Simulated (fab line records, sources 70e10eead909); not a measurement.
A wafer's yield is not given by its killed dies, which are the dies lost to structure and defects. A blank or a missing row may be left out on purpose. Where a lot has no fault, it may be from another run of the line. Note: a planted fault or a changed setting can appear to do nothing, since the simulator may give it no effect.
Which tool did it? || flow nand harc || 42 wafers from 14 lots sampled at 5 of the route's 1302 steps

## WHAT THE GAUGES READ, wafer by wafer
NHARC_END_SORT_01. Usual: killed at array 61, standard deviation 23; killed at other 1.3, standard deviation 1.4; killed at periphery 4.0, standard deviation 2.6; killed dies 66, standard deviation 22; killed open 3.4, standard deviation 1.8; killed short 2.3, standard deviation 1.4.
{"lot": "L562", "measured": "day 31 12:43", "on": "prober-01", "killed at array": "175 125 123", "killed at other": "1 2 1", "killed at periphery": "8 5 3", "killed dies": "184 132 127", "killed open": "7 4 2", "killed short": "4 1 2", "flag": "OFF"}
{"lot": "L563", "measured": "day 31 13:34", "on": "prober-02", "killed at array": "133 139 142", "killed at other": "0 0 1", "killed at periphery": "5 2 6", "killed dies": "138 141 149", "killed open": "4 3 4", "killed short": "2 3 2", "flag": "OFF"}
{"lot": "L564", "measured": "day 32 21:49", "on": "prober-02", "killed at array": "68 66 74", "killed at other": "1 2 1", "killed at periphery": "5 12 7", "killed dies": "74 80 82", "killed open": "4 3 1", "killed short": "4 0 1", "flag": ""}

## WHICH TOOL RAN EACH LOT (tool, then ch and the chambers of the sampled wafers, then the start)
{"lot": "L546", "NHARC_A_CHANNEL_FILL_D2_ALD_03": "ald sin batch-03 ch 0, day 14 03:27", "NHARC_THIN_TSV_PRE_CLEAN_50": "pvd sputter-03, day 24 09:43 or earlier", "NHARC_THIN_TSV_PVD_19": "pvd sputter-03, day 24 09:43 or earlier", "NHARC_THIN_TSV_DEGAS_53": "pvd sputter-03, day 24 09:43"}
{"lot": "L548", "NHARC_A_CHANNEL_FILL_D2_ALD_03": "ald sin batch-01 ch 0, day 14 20:22", "NHARC_THIN_TSV_PRE_CLEAN_50": "pvd sputter-02, day 24 17:01 or earlier", "NHARC_THIN_TSV_PVD_19": "pvd sputter-02, day 24 17:01 or earlier", "NHARC_THIN_TSV_DEGAS_53": "pvd sputter-03, day 24 17:01"}
{"lot": "L549", "NHARC_A_CHANNEL_FILL_D2_ALD_03": "ald sin batch-01 ch 0, day 15 07:51", "NHARC_THIN_TSV_PRE_CLEAN_50": "pvd sputter-02, day 25 11:49 or earlier", "NHARC_THIN_TSV_PVD_19": "pvd sputter-02, day 25 11:49 or earlier", "NHARC_THIN_TSV_DEGAS_53": "pvd sputter-03, day 25 11:49"}
{"lot": "L550", "NHARC_A_CHANNEL_FILL_D2_ALD_03": "ald sin batch-01 ch 0, day 15 13:53", "NHARC_THIN_TSV_PRE_CLEAN_50": "pvd sputter-02, day 25 10:46 or earlier", "NHARC_THIN_TSV_PVD_19": "pvd sputter-02, day 25 10:46 or earlier", "NHARC_THIN_TSV_DEGAS_53": "pvd sputter-03, day 25 10:46"}
{"lot": "L551", "NHARC_A_CHANNEL_FILL_D2_ALD_03": "ald sin batch-02 ch 0, day 15 19:02", "NHARC_THIN_TSV_PRE_CLEAN_50": "pvd sputter-03, day 26 05:59 or earlier", "NHARC_THIN_TSV_PVD_19": "pvd sputter-03, day 26 05:59 or earlier", "NHARC_THIN_TSV_DEGAS_53": "pvd sputter-01, day 26 05:59"}
{"lot": "L552", "NHARC_A_CHANNEL_FILL_D2_ALD_03": "ald sin batch-01 ch 0, day 16 05:23", "NHARC_THIN_TSV_PRE_CLEAN_50": "pvd sputter-01, day 26 10:13 or earlier", "NHARC_THIN_TSV_PVD_19": "pvd sputter-01, day 26 10:13 or earlier", "NHARC_THIN_TSV_DEGAS_53": "pvd sputter-03, day 26 10:13"}
{"lot": "L554", "NHARC_A_CHANNEL_FILL_D2_ALD_03": "ald sin batch-01 ch 0, day 17 00:40", "NHARC_THIN_TSV_PRE_CLEAN_50": "pvd sputter-01, day 27 07:49 or earlier", "NHARC_THIN_TSV_PVD_19": "pvd sputter-01, day 27 07:49 or earlier", "NHARC_THIN_TSV_DEGAS_53": "pvd sputter-01, day 27 07:49"}
{"lot": "L555", "NHARC_A_CHANNEL_FILL_D2_ALD_03": "ald sin batch-01 ch 0, day 17 00:40", "NHARC_THIN_TSV_PRE_CLEAN_50": "pvd sputter-03, day 27 06:27 or earlier", "NHARC_THIN_TSV_PVD_19": "pvd sputter-03, day 27 06:27 or earlier", "NHARC_THIN_TSV_DEGAS_53": "pvd sputter-02, day 27 06:27"}
{"lot": "L557", "NHARC_A_CHANNEL_FILL_D2_ALD_03": "ald sin batch-02 ch 0, day 18 01:46", "NHARC_THIN_TSV_PRE_CLEAN_50": "pvd sputter-02, day 28 04:17 or earlier", "NHARC_THIN_TSV_PVD_19": "pvd sputter-02, day 28 04:17 or earlier", "NHARC_THIN_TSV_DEGAS_53": "pvd sputter-01, day 28 04:17"}
{"lot": "L560", "NHARC_A_CHANNEL_FILL_D2_ALD_03": "ald sin batch-02 ch 0, day 20 00:55", "NHARC_THIN_TSV_PRE_CLEAN_50": "pvd sputter-01, day 30 17:47 or earlier", "NHARC_THIN_TSV_PVD_19": "pvd sputter-01, day 30 17:47 or earlier", "NHARC_THIN_TSV_DEGAS_53": "pvd sputter-02, day 30 17:47"}
{"lot": "L562", "NHARC_A_CHANNEL_FILL_D2_ALD_03": "ald sin batch-02 ch 0, day 20 20:56", "NHARC_THIN_TSV_PRE_CLEAN_50": "pvd sputter-01, day 31 02:31 or earlier", "NHARC_THIN_TSV_PVD_19": "pvd sputter-01, day 31 02:31 or earlier", "NHARC_THIN_TSV_DEGAS_53": "pvd sputter-01, day 31 02:31"}
{"lot": "L563", "NHARC_A_CHANNEL_FILL_D2_ALD_03": "ald sin batch-02 ch 0, day 20 20:56", "NHARC_THIN_TSV_PRE_CLEAN_50": "pvd sputter-03, day 31 03:26 or earlier", "NHARC_THIN_TSV_PVD_19": "pvd sputter-03, day 31 03:26 or earlier", "NHARC_THIN_TSV_DEGAS_53": "pvd sputter-03, day 31 03:26"}
{"lot": "L564", "NHARC_A_CHANNEL_FILL_D2_ALD_03": "ald sin batch-01 ch 0, day 22 01:23", "NHARC_THIN_TSV_PRE_CLEAN_50": "pvd sputter-02, day 32 08:52 or earlier", "NHARC_THIN_TSV_PVD_19": "pvd sputter-02, day 32 08:52 or earlier", "NHARC_THIN_TSV_DEGAS_53": "pvd sputter-01, day 32 08:52"}
{"lot": "L565", "NHARC_A_CHANNEL_FILL_D2_ALD_03": "ald sin batch-01 ch 0, day 22 01:23", "NHARC_THIN_TSV_PRE_CLEAN_50": "pvd sputter-01, day 32 07:40 or earlier", "NHARC_THIN_TSV_PVD_19": "pvd sputter-01, day 32 07:40 or earlier", "NHARC_THIN_TSV_DEGAS_53": "pvd sputter-02, day 32 07:40"}
- NHARC_A_CHANNEL_FILL_D2_ALD_03: deposits SiNx, target thk 6 nm, pulse time 60 s, ald cycles 58.
- NHARC_THIN_TSV_PRE_CLEAN_50: time 30 s.
- NHARC_THIN_TSV_PVD_19: deposits TaN, target thk 20 nm.
- NHARC_THIN_TSV_DEGAS_53: time 60 s.

## WHAT THE TOOLS THEMSELVES READ (means of the sampled wafers that have a number; where no wafer has one, the mark that the record gives instead)
NHARC_A_CHANNEL_FILL_D2_ALD_03. Usual: 1.000 for precursor pulse height rel, sd 0.019.
{"lot": "L546", "tool": "ald sin batch-03", "precursor pulse height rel": 0.994, "flag": ""}
{"lot": "L548", "tool": "ald sin batch-01", "precursor pulse height rel": 1.011, "flag": ""}
{"lot": "L549", "tool": "ald sin batch-01", "precursor pulse height rel": 0.979, "flag": ""}
{"lot": "L550", "tool": "ald sin batch-01", "precursor pulse height rel": 1.015, "flag": ""}
{"lot": "L551", "tool": "ald sin batch-02", "precursor pulse height rel": 1.003, "flag": ""}
{"lot": "L552", "tool": "ald sin batch-01", "precursor pulse height rel": 1.006, "flag": ""}
{"lot": "L554", "tool": "ald sin batch-01", "precursor pulse height rel": 1.003, "flag": ""}
{"lot": "L555", "tool": "ald sin batch-01", "precursor pulse height rel": 0.999, "flag": ""}
{"lot": "L557", "tool": "ald sin batch-02", "precursor pulse height rel": 0.985, "flag": ""}
{"lot": "L560", "tool": "ald sin batch-02", "precursor pulse height rel": 0.999, "flag": ""}
{"lot": "L562", "tool": "ald sin batch-02", "precursor pulse height rel": 1.000, "flag": ""}
{"lot": "L563", "tool": "ald sin batch-02", "precursor pulse height rel": 0.991, "flag": ""}
{"lot": "L564", "tool": "ald sin batch-01", "precursor pulse height rel": 0.976, "flag": ""}
{"lot": "L565", "tool": "ald sin batch-01", "precursor pulse height rel": 0.999, "flag": ""}

NHARC_THIN_TSV_PRE_CLEAN_50. Usual: 413 W for heater power w, sd 45.
{"lot": "L546", "tool": "pvd sputter-03", "heater power w (W)": 404, "flag": ""}
{"lot": "L548", "tool": "pvd sputter-02", "heater power w (W)": 384, "flag": ""}
{"lot": "L549", "tool": "pvd sputter-02", "heater power w (W)": 409, "flag": ""}
{"lot": "L550", "tool": "pvd sputter-02", "heater power w (W)": 418, "flag": ""}
{"lot": "L551", "tool": "pvd sputter-03", "heater power w (W)": 400, "flag": ""}
{"lot": "L552", "tool": "pvd sputter-01", "heater power w (W)": 420, "flag": ""}
{"lot": "L554", "tool": "pvd sputter-01", "heater power w (W)": 425, "flag": ""}
{"lot": "L555", "tool": "pvd sputter-03", "heater power w (W)": 442, "flag": ""}
{"lot": "L557", "tool": "pvd sputter-02", "heater power w (W)": 453, "flag": ""}
{"lot": "L560", "tool": "pvd sputter-01", "heater power w (W)": 415, "flag": ""}
{"lot": "L562", "tool": "pvd sputter-01", "heater power w (W)": 395, "flag": ""}
{"lot": "L563", "tool": "pvd sputter-03", "heater power w (W)": 397, "flag": ""}
{"lot": "L564", "tool": "pvd sputter-02", "heater power w (W)": 408, "flag": ""}
{"lot": "L565", "tool": "pvd sputter-01", "heater power w (W)": 425, "flag": ""}

NHARC_THIN_TSV_PVD_19. Usual: chamber pressure pa 5.000 Pa, standard deviation 0.009; throttle valve pct 30.3 %, standard deviation 1.1.
{"lot": "L546", "tool": "pvd sputter-03", "chamber pressure pa (Pa)": 4.998, "throttle valve pct (%)": 30.1, "flag": ""}
{"lot": "L548", "tool": "pvd sputter-02", "chamber pressure pa (Pa)": 5.004, "throttle valve pct (%)": 31.2, "flag": ""}
{"lot": "L549", "tool": "pvd sputter-02", "chamber pressure pa (Pa)": 5.001, "throttle valve pct (%)": 30.7, "flag": ""}
{"lot": "L550", "tool": "pvd sputter-02", "chamber pressure pa (Pa)": 5.004, "throttle valve pct (%)": 30.8, "flag": ""}
{"lot": "L551", "tool": "pvd sputter-03", "chamber pressure pa (Pa)": 5.003, "throttle valve pct (%)": 30.1, "flag": ""}
{"lot": "L552", "tool": "pvd sputter-01", "chamber pressure pa (Pa)": 5.002, "throttle valve pct (%)": 29.3, "flag": ""}
{"lot": "L554", "tool": "pvd sputter-01", "chamber pressure pa (Pa)": 5.004, "throttle valve pct (%)": 29.4, "flag": ""}
{"lot": "L555", "tool": "pvd sputter-03", "chamber pressure pa (Pa)": 5.004, "throttle valve pct (%)": 30.0, "flag": ""}
{"lot": "L557", "tool": "pvd sputter-02", "chamber pressure pa (Pa)": 4.999, "throttle valve pct (%)": 31.4, "flag": ""}
{"lot": "L560", "tool": "pvd sputter-01", "chamber pressure pa (Pa)": 4.996, "throttle valve pct (%)": 29.5, "flag": ""}
{"lot": "L562", "tool": "pvd sputter-01", "chamber pressure pa (Pa)": 5.004, "throttle valve pct (%)": 29.2, "flag": ""}
{"lot": "L563", "tool": "pvd sputter-03", "chamber pressure pa (Pa)": 5.002, "throttle valve pct (%)": 30.3, "flag": ""}
{"lot": "L564", "tool": "pvd sputter-02", "chamber pressure pa (Pa)": 4.997, "throttle valve pct (%)": 30.6, "flag": ""}
{"lot": "L565", "tool": "pvd sputter-01", "chamber pressure pa (Pa)": 5.003, "throttle valve pct (%)": 29.3, "flag": ""}

NHARC_THIN_TSV_DEGAS_53. Usual: 463 W for heater power w, sd 48.
{"lot": "L546", "tool": "pvd sputter-03", "heater power w (W)": 444, "flag": ""}
{"lot": "L548", "tool": "pvd sputter-03", "heater power w (W)": 483, "flag": ""}
{"lot": "L549", "tool": "pvd sputter-03", "heater power w (W)": 457, "flag": ""}
{"lot": "L550", "tool": "pvd sputter-03", "heater power w (W)": 463, "flag": ""}
{"lot": "L551", "tool": "pvd sputter-01", "heater power w (W)": 448, "flag": ""}
{"lot": "L552", "tool": "pvd sputter-03", "heater power w (W)": 491, "flag": ""}
{"lot": "L554", "tool": "pvd sputter-01", "heater power w (W)": 450, "flag": ""}
{"lot": "L555", "tool": "pvd sputter-02", "heater power w (W)": 439, "flag": ""}
{"lot": "L557", "tool": "pvd sputter-01", "heater power w (W)": 503, "flag": ""}
{"lot": "L560", "tool": "pvd sputter-02", "heater power w (W)": 442, "flag": ""}
{"lot": "L562", "tool": "pvd sputter-01", "heater power w (W)": 452, "flag": ""}
{"lot": "L563", "tool": "pvd sputter-03", "heater power w (W)": 447, "flag": ""}
{"lot": "L564", "tool": "pvd sputter-01", "heater power w (W)": 468, "flag": ""}
{"lot": "L565", "tool": "pvd sputter-02", "heater power w (W)": 468, "flag": ""}

## THE ANSWER, worked out from the rows above alone
Rule: take the mean of a lot's wafers that have a number; if it is more than 3 standard deviations from the usual mean, the lot is off. Also off: a lot with no number at a reading for which 4 or more lots have one. Where the step has rows for the other lots, those lots are counted as sound. Order of review: gauges by route order, followed by the tools' own readings, for which a lot's mean as printed above is used. The first step at which some lot is off is used, and at that step the reading that is off furthest; a lot without a number counts as furthest.
Off, at NHARC_END_SORT_01 on killed dies: L562, L563. Neither off nor sound, because the step has no rows for them: L546, L548, L549, L550, L551, L552, L554, L555, L557, L560, L565.
If a tool, at a process step before that reading, ran all the lots that are off and no sound lot after the first of them, it fits. Those tools and the gauges at NHARC_END_SORT_01 are tried in the same way. NHARC_THIN_TSV_PRE_CLEAN_50 gives no start for some lots, so the hours and the order of its lots are those of NHARC_THIN_TSV_DEGAS_53. NHARC_THIN_TSV_PVD_19 gives no start for some lots, so the hours and the order of its lots are those of NHARC_THIN_TSV_DEGAS_53. One candidate fits, namely ald sin batch-02 at NHARC_A_CHANNEL_FILL_D2_ALD_03. It ran no sound lot before its first lot that is off in this sample, so the start can't be narrowed down.

## WHAT THE SIMULATOR HAD INSERTED
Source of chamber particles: ald sin batch-02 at NHARC_A_CHANNEL_FILL_D2_ALD_03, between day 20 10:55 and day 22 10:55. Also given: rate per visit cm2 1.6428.
Shown lots that were struck: L562, L563. This agrees with what the rule above found.
